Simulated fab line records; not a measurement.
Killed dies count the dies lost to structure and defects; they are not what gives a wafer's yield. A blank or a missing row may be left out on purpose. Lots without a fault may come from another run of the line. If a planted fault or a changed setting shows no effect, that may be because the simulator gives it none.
Problem report in the 8D (eight disciplines) form, filled by code || flow nand-harc || the parts of the form that need people (team, actions taken, sign-off) are left out

== 1. THE ISSUE ==
At NHARC_END_SORT_01, killed-at-periphery averages 96.0 over 6 wafers from 2 lots, while fault-free wafers read 3.6, standard deviation 2.5. That is +37 standard deviations from the usual mean.
Seen first at day 23 12:02 on prober-02, wafer L944.1. Wafers with a number at this step in the record: 21, from 7 lots. Rule for "out" (also "out of limits"): further than 4 standard deviations from the usual mean. The other wafers with a number count as sound.

== 2. WHAT IT IS AND WHAT IT IS NOT ==
{"question": "which readings at this step", "is": "killed-at-periphery, defect-limited-yield, killed-dies, sort_bin_2_pct, sort_bin_3_pct, sort-n-pass, sort-yield-pct", "is not": "sort-rim-yield-pct"}
{"question": "which lots", "is": "L944, L945", "is not": "L932, L934, L935, L939, L942"}
{"question": "which wafers of those lots", "is": "all that have a number", "is not": "-"}
{"question": "read on which gauges", "is": "prober-02", "is not": "prober-01"}
{"question": "when", "is": "from day 23 12:02", "is not": "up to then (15 sound wafers)"}

== 3. THE SUSPECTS, EACH WITH WHAT RULES IT OUT ==
Counting: a tool at a process step up to the reading stays a suspect if it ran every lot that is out and no sound lot after the first of them.
- the gauge at NHARC_END_SORT_01: kept. All the wafers that are out were read on prober-02, and no step on other tools shows them out.
- rie-diel-09 at NHARC_P_M0_ETCH_15 (etches the open film in C4F8/Ar, target depth 150 nm, overetch 15 nm, time 82.5 s): kept. It processed each lot that is out, first L944 at day 10 00:39, and no sound lot thereafter; up to then, the last sound lot it processed was L939 at day 9 03:35.
After counting, rie-diel-09 at NHARC_P_M0_ETCH_15 and prober-02 at NHARC_END_SORT_01 remain.

== 4. THE CAUSE (what the simulator had put in) ==
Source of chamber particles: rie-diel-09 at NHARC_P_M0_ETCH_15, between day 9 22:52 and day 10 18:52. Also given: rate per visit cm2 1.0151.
2 suspects survive the count, and this tool is in that group.

== 5. THE CHAIN OF EFFECTS, in route order ==
One row per reading whose mean, taken over the struck wafers that have a number, lies over 3 standard deviations from the usual. Only readings whose record carries a usual standard deviation are examined. hours: median over the lots of the time between each lot's start at the first step of this table that gives one and its start at this step. sigmas: the change, counted in usual standard deviations.
{"hours": 0, "step": "NHARC_END_SORT_01", "reading": "defect-limited-yield", "usual": "95.2 %", "on struck wafers": 81.2, "change": -14.0, "sigmas": -8.8}
{"hours": 0, "step": "NHARC_END_SORT_01", "reading": "killed-at-periphery", "usual": 3.6, "on struck wafers": 96.0, "change": "+92.4", "sigmas": "+37"}
{"hours": 0, "step": "NHARC_END_SORT_01", "reading": "killed-dies", "usual": 32, "on struck wafers": 127, "change": "+95", "sigmas": "+8.7"}
{"hours": 0, "step": "NHARC_END_SORT_01", "reading": "sort_bin_2_pct", "usual": "1.5 %", "on struck wafers": 8.3, "change": "+6.8", "sigmas": "+10"}
{"hours": 0, "step": "NHARC_END_SORT_01", "reading": "sort_bin_3_pct", "usual": "0.25 %", "on struck wafers": 4.14, "change": "+3.89", "sigmas": "+17"}
{"hours": 0, "step": "NHARC_END_SORT_01", "reading": "sort_bin_4_pct", "usual": "3.0 %", "on struck wafers": 6.4, "change": "+3.4", "sigmas": "+3.1"}
{"hours": 0, "step": "NHARC_END_SORT_01", "reading": "sort-n-pass", "usual": 645, "on struck wafers": 550, "change": -95, "sigmas": -8.7}
{"hours": 0, "step": "NHARC_END_SORT_01", "reading": "sort-yield-pct", "usual": "95.2 %", "on struck wafers": 81.2, "change": -14.0, "sigmas": -8.8}

== 6. HOW IT WOULD HAVE BEEN CAUGHT EARLIER ==
In this record the first reading out of limits at a measuring or inspecting step was taken at day 23 12:02, 325 hours after the fault began at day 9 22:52.
Of the tool readings at NHARC_P_M0_ETCH_15 for which the record gives a usual standard deviation, none was out on any struck wafer, so an alarm limit of 4 standard deviations on them would not have fired.
Each of the lots that are out, 2 in all, had begun NHARC_P_M0_ETCH_15 on rie-diel-09 no later than day 23 12:02. Had the tool been put on hold then, not one of them would have been saved.
